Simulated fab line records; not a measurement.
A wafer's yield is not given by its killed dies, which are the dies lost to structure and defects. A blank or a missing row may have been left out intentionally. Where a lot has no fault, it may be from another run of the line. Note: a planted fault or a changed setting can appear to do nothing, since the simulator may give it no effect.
What tool caused it? / flow nand-harc / Sampling: 13 lots, 39 wafers, 2 of 1302 route steps

WHAT EACH GAUGE READ, for each wafer
NHARC_A_STAIRCASE_INSPECT_155. Usual: raw-defect-count 417, standard deviation 110.
lot=L765; measured=day 19 04:55; on=defect-inspect-02; raw-defect-count=434 658 423; flag=
lot=L764; measured=day 19 05:33; on=defect-inspect-02; raw-defect-count=385 339 426; flag=
lot=L766; measured=day 19 14:56; on=defect-inspect-01; raw-defect-count=478 384 507; flag=
lot=L769; measured=day 20 21:17; on=defect-inspect-02; raw-defect-count=615 328 626; flag=
lot=L768; measured=day 20 21:26; on=defect-inspect-02; raw-defect-count=460 480 364; flag=
lot=L770; measured=day 21 20:18; on=defect-inspect-01; raw-defect-count=361 388 352; flag=
lot=L779; measured=day 24 23:31; on=defect-inspect-01; raw-defect-count=333 421 640; flag=
lot=L780; measured=day 26 01:22; on=defect-inspect-01; raw-defect-count=335 518 405; flag=
lot=L781; measured=day 26 01:28; on=defect-inspect-02; raw-defect-count=371 640 436; flag=
lot=L784; measured=day 27 04:26; on=defect-inspect-01; raw-defect-count=429 383 336; flag=
lot=L785; measured=day 27 19:55; on=defect-inspect-01; raw-defect-count=335 405 488; flag=
lot=L786; measured=day 28 03:15; on=defect-inspect-01; raw-defect-count=472 432 362; flag=
lot=L787; measured=day 28 05:14; on=defect-inspect-01; raw-defect-count=328 462 533; flag=

NHARC_A_SGD_CUT_CD_MEAS_09: the cd target is 100 nm. Usual: cd-nm 99.9 nm, standard deviation 0.51.
lot=L765; measured=day 19 05:43; on=cd-sem-03; cd-nm (nm)=99.7 100.9 100.4; flag=
lot=L764; measured=day 19 06:20; on=cd-sem-02; cd-nm (nm)=99.3 99.5 99.7; flag=
lot=L766; measured=day 19 15:44; on=cd-sem-02; cd-nm (nm)=100.3 99.7 100.2; flag=
lot=L769; measured=day 20 21:56; on=cd-sem-01; cd-nm (nm)=99.7 100.4 100.1; flag=
lot=L768; measured=day 20 22:14; on=cd-sem-03; cd-nm (nm)=100.5 99.5 99.5; flag=
lot=L770; measured=day 21 20:58; on=cd-sem-03; cd-nm (nm)=98.6 98.9 99.8; flag=
lot=L779; measured=day 25 00:23; on=cd-sem-02; cd-nm (nm)=100.5 100.3 99.7; flag=
lot=L780; measured=day 26 02:10; on=cd-sem-02; cd-nm (nm)=99.9 100.7 100.2; flag=
lot=L781; measured=day 26 02:19; on=cd-sem-02; cd-nm (nm)=99.6 98.8 99.5; flag=
lot=L784; measured=day 27 05:13; on=cd-sem-03; cd-nm (nm)=100.7 100.5 100.2; flag=
lot=L785; measured=day 27 20:50; on=cd-sem-02; cd-nm (nm)=100.4 100.3 100.8; flag=
lot=L786; measured=day 28 04:03; on=cd-sem-02; cd-nm (nm)=99.5 99.8 100.1; flag=
lot=L787; measured=day 28 05:54; on=cd-sem-02; cd-nm (nm)=99.8 99.8 99.7; flag=

WHAT TOOL EACH LOT RAN ON (gives the tool, then ch and the chambers of the sampled wafers, and finally the start)
There is no process step in the record ahead of these readings.

WHAT THE TOOLS THEMSELVES READ (means of the sampled wafers that have a number; where no wafer has one, the mark that the record gives instead)
The record holds no such reading with a usual standard deviation.

THE ANSWER, worked out from the rows above alone
Rule: a lot is off if the mean of its wafers that have a number lies more than 3 standard deviations from the usual mean. A lot without any number at a reading at which 4 lots or more have one is off too. Where the step has rows for the other lots, those lots are counted as sound. After the gauges, taken in route order, come the tools' own readings; for these a lot's mean is taken, as printed above. At the first step where some lot is off, the reading lying furthest off is the one used; lots without a number count as furthest.
None of the lots is off at any reading shown; this tells nothing.

WHAT HAD BEEN PUT IN BY THE SIMULATOR
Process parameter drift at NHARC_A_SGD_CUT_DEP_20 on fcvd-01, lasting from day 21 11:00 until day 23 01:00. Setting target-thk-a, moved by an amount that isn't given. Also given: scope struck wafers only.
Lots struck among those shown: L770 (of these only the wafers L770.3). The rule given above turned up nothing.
